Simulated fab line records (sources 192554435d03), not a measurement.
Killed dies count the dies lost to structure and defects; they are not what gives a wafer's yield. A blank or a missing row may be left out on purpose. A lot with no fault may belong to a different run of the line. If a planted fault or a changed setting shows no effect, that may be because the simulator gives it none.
Matching of chambers    flow n5_finfet    ald_metal-04 running N5_BEOL_M3_ALD_84: 4 sister chambers
The step deposits TaN, pulse time 2 s, purge time 3 s, co reactant purge time 2 s. 4 wafers are shown with their chamber, then 8 later ones without.

## WAFERS WITH THEIR CHAMBER
wafer   chamber  heater_power_w (W)
L083.6  3        386
L085.3  0        426
L085.5  1        463
L088.1  2        428

## WAFERS WHOSE CHAMBER IS MISSING
wafer   heater_power_w (W)
L088.4  427
L088.6  387
L094.2  448
L094.3  414
L094.6  426
L097.1  470
L097.2  427
L097.3  417

## WHICH CHAMBER EACH WENT THROUGH
wafer   from the rows above           in truth
L088.4  can't be placed: 0 or 2       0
L088.6  3                             3
L094.2  can't be placed: 1 or 2 or 0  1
L094.3  can't be placed: 0 or 2       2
L094.6  can't be placed: 0 or 2       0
L097.1  1                             1
L097.2  can't be placed: 0 or 2       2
L097.3  can't be placed: 0 or 2       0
Placed correctly: 2 of 8. Cannot be placed on the basis of these rows: 6; the candidates contain the true chamber in 6. Wrongly placed: 0.
How it was worked out, from the rows above alone: a wafer's distance from a chamber is the root of the sum, over the readings, of the square of ((its reading less the chamber's mean) divided by the reading's scatter). If the next closest chamber is less than 2 further off than the closest, the wafer can't be placed; otherwise it belongs to the closest. For every chamber, the mean is computed from those of its wafers that are shown. The scatter (one wafer shown for each chamber): square how far every hidden wafer sits from the nearest shown wafer, average those squares and take the square root.
